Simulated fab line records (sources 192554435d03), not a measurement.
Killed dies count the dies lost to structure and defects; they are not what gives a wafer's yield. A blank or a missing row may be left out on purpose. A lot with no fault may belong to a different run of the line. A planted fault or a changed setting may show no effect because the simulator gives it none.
A single fault, viewed from 2 desks    flow n5-finfet    only its own numbers are on each desk; what lay behind them is given at the end

## AT THE METROLOGY DESK
Lot by lot, what the gauges showed, no matter which tool ran the lot: averages of those sampled wafers that carry a number. If a lot's mean is further than 4 standard deviations from the usual mean, the lot is out of limits and carries the mark OUT (the distance appears in the brackets). Readings shown: 7 of its 10, picked as those furthest out on some lot.
Columns: A = DIBL_N at N5_BEOL_M4_RC_MEAS_101, usual 36.3 mV/V; B = DIBL_P at N5_BEOL_M4_RC_MEAS_101, usual 36.1 mV/V; C = IOFF_N at N5_BEOL_M4_RC_MEAS_101, usual 0.161 nA/um; D = IOFF_P at N5_BEOL_M4_RC_MEAS_101, usual 0.209 nA/um; E = ION_N at N5_BEOL_M4_RC_MEAS_101, usual 676 uA/um; F = SS_N at N5_BEOL_M4_RC_MEAS_101, usual 71.5 mV/dec; G = VT_P at N5_BEOL_M4_RC_MEAS_101, usual -249.9 mV
lot   first seen here  A     B     C      D      E    F     G
L851  day 9 19:44      34.8  35.8  0.141  0.175  681  71.1  -253.7
L859  day 11 09:20     35.4  35.6  0.158  0.199  673  71.4  -250.5
L863  day 12 14:37     36.0  34.8  0.160  0.203  670  71.3  -251.1
L866  day 13 06:36     35.9  36.8  0.170  0.216  677  72.0  -248.4
This desk found nothing out of limits on any of the 4 lots.

## AT THE TOOL OWNER'S DESK: ald-sin-01
The tool's own readings at N5_MOL_CONTACT_COAG_ALD_123 (deposits SiNx, target thk 5 nm, pulse time 1 s, purge time 2 s): means of the sampled wafers that have a number, for each lot that ran on this tool. If a lot's mean is further than 4 standard deviations from the usual mean, the lot is out of limits and carries the mark OUT (the distance appears in the brackets).
Columns: A = heater-power-w at N5_MOL_CONTACT_COAG_ALD_123, usual 830 W; B = precursor-pulse-height-rel at N5_MOL_CONTACT_COAG_ALD_123, usual 0.999
lot   first seen here  A    B
L851  day 7 01:00      807  1.000
L859  day 9 00:50      788  0.986
L863  day 9 19:41      856  1.010
This desk found nothing out of limits on any of the 3 lots.

## PUT TOGETHER
Nothing out of limits was seen by the metrology desk.
Nothing out of limits was seen by the tool owner's desk.

## WHAT THE SIMULATOR PUT IN
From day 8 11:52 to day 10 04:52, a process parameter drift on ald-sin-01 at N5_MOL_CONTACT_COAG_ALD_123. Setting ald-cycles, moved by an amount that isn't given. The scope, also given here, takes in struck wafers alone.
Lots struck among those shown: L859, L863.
